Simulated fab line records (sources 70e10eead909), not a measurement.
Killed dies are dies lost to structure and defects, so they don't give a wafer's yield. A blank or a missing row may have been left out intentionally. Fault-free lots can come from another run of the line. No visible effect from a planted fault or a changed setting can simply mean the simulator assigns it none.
Which tool did it? / flow nandHarc / Sampling: 11 lots, 33 wafers, 7 of 1159 route steps

WHAT THE GAUGES READ, wafer by wafer
NHARC_A_M0_INSPECT_27. Usual: rawDefectCount 455, standard deviation 140.
lot=L890; measured=day 17 22:53; on=defectInspect-02; rawDefectCount=478 300 419; flag=
lot=L888; measured=day 18 00:37; on=defectInspect-02; rawDefectCount=764 270 468; flag=
lot=L889; measured=day 18 07:26; on=defectInspect-02; rawDefectCount=292 615 390; flag=
lot=L894; measured=day 20 03:53; on=defectInspect-02; rawDefectCount=380 607 472; flag=
lot=L902; measured=day 20 16:44; on=defectInspect-01; rawDefectCount=413 446 290; flag=
lot=L898; measured=day 20 22:19; on=defectInspect-02; rawDefectCount=454 643 661; flag=
lot=L901; measured=day 21 13:53; on=defectInspect-01; rawDefectCount=484 333 242; flag=
lot=L903; measured=day 21 15:21; on=defectInspect-01; rawDefectCount=398 469 279; flag=
lot=L904; measured=day 21 23:07; on=defectInspect-02; rawDefectCount=354 455 366; flag=
lot=L909; measured=day 23 11:15; on=defectInspect-02; rawDefectCount=733 560 539; flag=
lot=L910; measured=day 24 03:55; on=defectInspect-02; rawDefectCount=290 398 402; flag=

NHARC_A_M1_THK_MEAS_24: measures by xrf. Usual: thkNm 154.4 nm, standard deviation 1.6.
lot=L890; measured=day 18 02:55; on=filmMetro-02; thkNm (nm)=156.2 156.1 153.7; flag=
lot=L888; measured=day 18 04:50; on=filmMetro-01; thkNm (nm)=154.9 153.2 152.2; flag=
lot=L889; measured=day 18 11:29; on=filmMetro-01; thkNm (nm)=154.2 153.1 152.3; flag=
lot=L894; measured=day 20 08:04; on=filmMetro-02; thkNm (nm)=155.4 155.4 155.0; flag=
lot=L902; measured=day 20 21:26; on=filmMetro-01; thkNm (nm)=156.7 155.1 154.7; flag=
lot=L898; measured=day 21 04:58; on=filmMetro-02; thkNm (nm)=29.5 31.6 28.3; flag=OFF
lot=L901; measured=day 21 17:56; on=filmMetro-02; thkNm (nm)=30.1 28.4 29.6; flag=OFF
lot=L903; measured=day 21 19:49; on=filmMetro-01; thkNm (nm)=30.6 31.0 30.4; flag=OFF
lot=L904; measured=day 22 03:20; on=filmMetro-01; thkNm (nm)=155.2 153.3 153.3; flag=
lot=L909; measured=day 23 15:40; on=filmMetro-02; thkNm (nm)=154.5 154.0 155.8; flag=
lot=L910; measured=day 24 08:26; on=filmMetro-01; thkNm (nm)=155.7 156.0 155.6; flag=

NHARC_END_SORT_01. Usual: defectLimitedYield 95.5 %, standard deviation 1.5; killedAtArray 27, standard deviation 10; killedAtOther 0.6, standard deviation 0.96; killedAtPeriphery 3.4, standard deviation 2.7; killedDies 31, standard deviation 10; killedOpen 2.9, standard deviation 1.8; killedShort 1.8, standard deviation 1.4; sort_bin_2_pct 1.4 %, standard deviation 0.66; sort_bin_3_pct 0.25 %, standard deviation 0.23; sort_bin_4_pct 2.8 %, standard deviation 0.94; sortNPass 646, standard deviation 10; sortRimYieldPct 96.2 %, standard deviation 2.6; sortYieldPct 95.5 %, standard deviation 1.5.
lot=L898; measured=day 22 13:23; on=prober-02; defectLimitedYield (%)=0 0 0; killedAtArray=676 675 677; killedAtOther=0 0 0; killedAtPeriphery=1 2 0; killedDies=677 677 677; killedOpen=0 3 3; killedShort=6 1 1; sort_bin_2_pct (%)=95.7 97.2 96.2; sort_bin_3_pct (%)=0.59 0.15 1.03; sort_bin_4_pct (%)=3.7 2.7 2.8; sortNPass=0 0 0; sortRimYieldPct (%)=0 0 0; sortYieldPct (%)=0 0 0; flag=OFF
lot=L901; measured=day 23 03:23; on=prober-01; defectLimitedYield (%)=0 0 0; killedAtArray=673 673 673; killedAtOther=2 0 1; killedAtPeriphery=2 4 3; killedDies=677 677 677; killedOpen=3 5 3; killedShort=1 1 1; sort_bin_2_pct (%)=96.3 97.2 97.6; sort_bin_3_pct (%)=0.30 0 0; sort_bin_4_pct (%)=3.4 2.8 2.4; sortNPass=0 0 0; sortRimYieldPct (%)=0 0 0; sortYieldPct (%)=0 0 0; flag=OFF
lot=L903; measured=day 23 03:20; on=prober-02; defectLimitedYield (%)=0 0 0; killedAtArray=676 676 676; killedAtOther=0 0 1; killedAtPeriphery=1 1 0; killedDies=677 677 677; killedOpen=5 2 4; killedShort=3 5 4; sort_bin_2_pct (%)=98.7 97.8 98.2; sort_bin_3_pct (%)=0.15 0.74 0.30; sort_bin_4_pct (%)=1.2 1.5 1.5; sortNPass=0 0 0; sortRimYieldPct (%)=0 0 0; sortYieldPct (%)=0 0 0; flag=OFF

WHAT TOOL EACH LOT RAN ON (gives the tool, then ch and the chambers of the sampled wafers, and finally the start)
lot=L890; NHARC_A_M1_ECD_22=ecdCu-02 ch 0,1, day 18 01:55; NHARC_A_M1_ANNEAL_31=rtpAnneal-02 ch 0, day 18 02:17; NHARC_A_M1_CMP_23=cmp-01 ch 0,2,3, day 18 02:35; NHARC_A_M1_DEP_33=pecvd-03 ch 1,2, day 18 03:19
lot=L888; NHARC_A_M1_ECD_22=ecdCu-01 ch 0,1, day 18 03:56; NHARC_A_M1_ANNEAL_31=rtpAnneal-01 ch 0, day 18 04:16; NHARC_A_M1_CMP_23=cmp-01 ch 0,2,3, day 18 04:36; NHARC_A_M1_DEP_33=pecvd-01 ch 0,1, day 18 05:10
lot=L889; NHARC_A_M1_ECD_22=ecdCu-01 ch 0,1, day 18 10:26; NHARC_A_M1_ANNEAL_31=rtpAnneal-02 ch 0, day 18 10:49; NHARC_A_M1_CMP_23=cmp-04 ch 0,2,3, day 18 11:13; NHARC_A_M1_DEP_33=pecvd-02 ch 0,1,2, day 18 11:48
lot=L894; NHARC_A_M1_ECD_22=ecdCu-02 ch 0,1, day 20 07:02; NHARC_A_M1_ANNEAL_31=rtpAnneal-02 ch 0, day 20 07:25; NHARC_A_M1_CMP_23=cmp-01 ch 1,2, day 20 07:46; NHARC_A_M1_DEP_33=pecvd-02 ch 1,2, day 20 08:23
lot=L902; NHARC_A_M1_ECD_22=ecdCu-01 ch 0,1, day 20 20:24; NHARC_A_M1_ANNEAL_31=rtpAnneal-01 ch 0, day 20 20:50; NHARC_A_M1_CMP_23=cmp-04 ch 1,3, day 20 21:07; NHARC_A_M1_DEP_33=pecvd-01 ch 0,2, day 20 21:50
lot=L898; NHARC_A_M1_ECD_22=ecdCu-01 ch 0,1, day 21 03:56; NHARC_A_M1_ANNEAL_31=rtpAnneal-01 ch 0, day 21 04:18; NHARC_A_M1_CMP_23=cmp-01 ch 1,2,3, day 21 04:39; NHARC_A_M1_DEP_33=pecvd-02 ch 1,2, day 21 05:17
lot=L901; NHARC_A_M1_ECD_22=ecdCu-01 ch 0,1, day 21 16:52; NHARC_A_M1_ANNEAL_31=rtpAnneal-01 ch 0, day 21 17:16; NHARC_A_M1_CMP_23=cmp-02 ch 0,1, day 21 17:38; NHARC_A_M1_DEP_33=pecvd-02 ch 1,2, day 21 18:16
lot=L903; NHARC_A_M1_ECD_22=ecdCu-02 ch 0,1, day 21 18:37; NHARC_A_M1_ANNEAL_31=rtpAnneal-02 ch 0, day 21 19:00; NHARC_A_M1_CMP_23=cmp-02 ch 0,1, day 21 19:29; NHARC_A_M1_DEP_33=pecvd-03 ch 1,2, day 21 20:07
lot=L904; NHARC_A_M1_ECD_22=ecdCu-02 ch 0,1, day 22 02:20; NHARC_A_M1_ANNEAL_31=rtpAnneal-01 ch 0, day 22 02:43; NHARC_A_M1_CMP_23=cmp-02 ch 0,2,3, day 22 03:01; NHARC_A_M1_DEP_33=pecvd-02 ch 0,1, day 22 03:38
lot=L909; NHARC_A_M1_ECD_22=ecdCu-02 ch 0,1, day 23 14:22; NHARC_A_M1_ANNEAL_31=rtpAnneal-01 ch 0, day 23 14:49; NHARC_A_M1_CMP_23=cmp-02 ch 0,1,3, day 23 15:23; NHARC_A_M1_DEP_33=pecvd-03 ch 0,1,2, day 23 16:01
lot=L910; NHARC_A_M1_ECD_22=ecdCu-02 ch 1, day 24 07:05; NHARC_A_M1_ANNEAL_31=rtpAnneal-01 ch 0, day 24 07:33; NHARC_A_M1_CMP_23=cmp-04 ch 0,1, day 24 08:09; NHARC_A_M1_DEP_33=pecvd-03 ch 1,2, day 24 08:47
- NHARC_A_M1_ECD_22: material Cu, target thk 400 nm.
- NHARC_A_M1_ANNEAL_31: time 90 s.
- NHARC_A_M1_CMP_23: polishes, t overpolish 20 s, target thk 154.34 nm.
- NHARC_A_M1_DEP_33: deposits SiCN, target thk 30 nm.

AS READ BY THE TOOLS THEMSELVES (means over the sampled wafers that have a number; for cases with no such wafer, the mark the record gives instead)
NHARC_A_M1_ECD_22. Usual: bathHeatDutyPct 6.3 %, standard deviation 0.62; bathTempC 25.00 C, standard deviation 0.1.
lot=L890; tool=ecdCu-02; bathHeatDutyPct (%)=5.9; bathTempC (C)=25.03; flag=
lot=L888; tool=ecdCu-01; bathHeatDutyPct (%)=6.8; bathTempC (C)=25.03; flag=
lot=L889; tool=ecdCu-01; bathHeatDutyPct (%)=6.5; bathTempC (C)=25.13; flag=
lot=L894; tool=ecdCu-02; bathHeatDutyPct (%)=5.9; bathTempC (C)=24.93; flag=
lot=L902; tool=ecdCu-01; bathHeatDutyPct (%)=6.2; bathTempC (C)=25.05; flag=
lot=L898; tool=ecdCu-01; bathHeatDutyPct (%)=-; bathTempC (C)=-; flag=OFF
lot=L901; tool=ecdCu-01; bathHeatDutyPct (%)=-; bathTempC (C)=-; flag=OFF
lot=L903; tool=ecdCu-02; bathHeatDutyPct (%)=-; bathTempC (C)=-; flag=OFF
lot=L904; tool=ecdCu-02; bathHeatDutyPct (%)=6.1; bathTempC (C)=25.01; flag=
lot=L909; tool=ecdCu-02; bathHeatDutyPct (%)=6.3; bathTempC (C)=25.09; flag=
lot=L910; tool=ecdCu-02; bathHeatDutyPct (%)=5.9; bathTempC (C)=24.82; flag=

NHARC_A_M1_ANNEAL_31. Usual: wafer_temp_C_max 226.0, standard deviation 0.3.
lot=L890 tool=rtpAnneal-02 wafer_temp_C_max=226.0 flag=
lot=L888 tool=rtpAnneal-01 wafer_temp_C_max=226.4 flag=
lot=L889 tool=rtpAnneal-02 wafer_temp_C_max=225.8 flag=
lot=L894 tool=rtpAnneal-02 wafer_temp_C_max=225.8 flag=
lot=L902 tool=rtpAnneal-01 wafer_temp_C_max=225.9 flag=
lot=L898 tool=rtpAnneal-01 wafer_temp_C_max=226.4 flag=
lot=L901 tool=rtpAnneal-01 wafer_temp_C_max=226.5 flag=
lot=L903 tool=rtpAnneal-02 wafer_temp_C_max=225.8 flag=
lot=L904 tool=rtpAnneal-01 wafer_temp_C_max=226.0 flag=
lot=L909 tool=rtpAnneal-01 wafer_temp_C_max=226.1 flag=
lot=L910 tool=rtpAnneal-01 wafer_temp_C_max=226.4 flag=

NHARC_A_M1_CMP_23. Usual: motorCurrentA 12.0 A, standard deviation 1.2; padLifeWafers 295, standard deviation 190; timeToEndpointS 29 s, standard deviation 3.4.
lot=L890; tool=cmp-01; motorCurrentA (A)=12.2; padLifeWafers=181; timeToEndpointS (s)=28; flag=
lot=L888; tool=cmp-01; motorCurrentA (A)=12.0; padLifeWafers=201; timeToEndpointS (s)=30; flag=
lot=L889; tool=cmp-04; motorCurrentA (A)=11.5; padLifeWafers=122; timeToEndpointS (s)=28; flag=
lot=L894; tool=cmp-01; motorCurrentA (A)=11.3; padLifeWafers=522; timeToEndpointS (s)=32; flag=
lot=L902; tool=cmp-04; motorCurrentA (A)=13.3; padLifeWafers=583; timeToEndpointS (s)=33; flag=
lot=L898; tool=cmp-01; motorCurrentA (A)=12.2; padLifeWafers=85; timeToEndpointS (s)=4; flag=OFF
lot=L901; tool=cmp-02; motorCurrentA (A)=11.7; padLifeWafers=440; timeToEndpointS (s)=5; flag=OFF
lot=L903; tool=cmp-02; motorCurrentA (A)=12.4; padLifeWafers=464; timeToEndpointS (s)=5; flag=OFF
lot=L904; tool=cmp-02; motorCurrentA (A)=11.4; padLifeWafers=499; timeToEndpointS (s)=24; flag=
lot=L909; tool=cmp-02; motorCurrentA (A)=11.4; padLifeWafers=128; timeToEndpointS (s)=30; flag=
lot=L910; tool=cmp-04; motorCurrentA (A)=12.7; padLifeWafers=338; timeToEndpointS (s)=33; flag=

NHARC_A_M1_DEP_33. Usual: chamberPressureTorr 2.999 Torr, standard deviation 0.0067; heaterPowerW 565 W, standard deviation 55; showerheadVppV 1294 V, standard deviation 62.
lot=L890; tool=pecvd-03; chamberPressureTorr (Torr)=3.004; heaterPowerW (W)=552; showerheadVppV (V)=1291; flag=
lot=L888; tool=pecvd-01; chamberPressureTorr (Torr)=2.996; heaterPowerW (W)=514; showerheadVppV (V)=1275; flag=
lot=L889; tool=pecvd-02; chamberPressureTorr (Torr)=3.000; heaterPowerW (W)=562; showerheadVppV (V)=1310; flag=
lot=L894; tool=pecvd-02; chamberPressureTorr (Torr)=3.001; heaterPowerW (W)=577; showerheadVppV (V)=1347; flag=
lot=L902; tool=pecvd-01; chamberPressureTorr (Torr)=3.004; heaterPowerW (W)=656; showerheadVppV (V)=1282; flag=
lot=L898; tool=pecvd-02; chamberPressureTorr (Torr)=3.002; heaterPowerW (W)=505; showerheadVppV (V)=1338; flag=
lot=L901; tool=pecvd-02; chamberPressureTorr (Torr)=2.999; heaterPowerW (W)=599; showerheadVppV (V)=1298; flag=
lot=L903; tool=pecvd-03; chamberPressureTorr (Torr)=2.999; heaterPowerW (W)=607; showerheadVppV (V)=1244; flag=
lot=L904; tool=pecvd-02; chamberPressureTorr (Torr)=3.003; heaterPowerW (W)=555; showerheadVppV (V)=1363; flag=
lot=L909; tool=pecvd-03; chamberPressureTorr (Torr)=2.996; heaterPowerW (W)=593; showerheadVppV (V)=1280; flag=
lot=L910; tool=pecvd-03; chamberPressureTorr (Torr)=3.008; heaterPowerW (W)=557; showerheadVppV (V)=1294; flag=

THE ANSWER, worked out from the rows above alone
Rule: take the mean of a lot's wafers that have a number; if it is more than 3 standard deviations from the usual mean, the lot is off. A lot without any number at a reading at which 4 lots or more have one is off too. The other lots that the step has rows for count as sound. Order of review: gauges by route order, followed by the tools' own readings, for which a lot's mean as printed above is used. At the first step where some lot is off, the reading lying furthest off is the one used; lots without a number count as furthest.
Off at NHARC_A_M1_THK_MEAS_24 (thkNm): L898, L901, L903.
If a tool, at a process step before that reading, ran all the lots that are off and no sound lot after the first of them, it fits. Not tried: the gauges at NHARC_A_M1_THK_MEAS_24; whatever is off there is also off at NHARC_END_SORT_01, on other tools, and gauge error can't account for it. No candidate that was tried fits.

WHAT THE SIMULATOR HAD INSERTED
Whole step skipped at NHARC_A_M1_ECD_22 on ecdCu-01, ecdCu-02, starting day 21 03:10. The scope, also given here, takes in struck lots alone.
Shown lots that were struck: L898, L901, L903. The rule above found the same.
